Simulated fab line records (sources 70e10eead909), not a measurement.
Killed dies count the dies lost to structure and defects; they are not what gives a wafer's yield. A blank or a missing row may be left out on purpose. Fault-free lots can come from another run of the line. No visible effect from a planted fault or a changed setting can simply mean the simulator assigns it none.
Matching of chambers	flow nand_harc	NHARC_A_STAIRCASE_ALD_415 on ald_hk-01: 4 sister chambers
The step deposits SiO2, target thk 30 nm, pulse time 6 s, ald cycles 300. 4 wafers are shown with their chamber, then 9 later ones without.

## EACH WAFER AND ITS CHAMBER
wafer	chamber	heater_power_w (W)
L076.2	3	494
L079.6	0	442
L083.1	2	468
L083.5	1	494

## WAFERS WHOSE CHAMBER IS MISSING
wafer	heater_power_w (W)
L086.1	500
L086.2	479
L086.6	507
L091.1	452
L091.2	491
L091.3	484
L094.2	491
L094.4	457
L094.5	489

## EACH ONE'S CHAMBER
wafer	from the rows above	in truth
L086.1	can't be placed: 1 or 3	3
L086.2	can't be placed: 2 or 1 or 3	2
L086.6	can't be placed: 1 or 3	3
L091.1	can't be placed: 0 or 2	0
L091.2	can't be placed: 1 or 3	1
L091.3	can't be placed: 1 or 3 or 2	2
L094.2	can't be placed: 1 or 3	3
L094.4	can't be placed: 2 or 0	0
L094.5	can't be placed: 1 or 3 or 2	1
0 of 9 placed correctly. These rows do not allow placing 9 (true chamber among the candidates in 9). Wrongly placed: 0.
How it was worked out, from the rows above alone: a wafer's distance from a chamber is the root of the sum, over the readings, of the square of ((its reading less the chamber's mean) divided by the reading's scatter). The wafer belongs to the nearest chamber; if the next one is less than 2 further off, it can't be placed. Each chamber's mean is taken over the wafers shown for it. The scatter: with one shown wafer a chamber, the root of the mean of the squares of how far each hidden wafer lies from its nearest shown one.
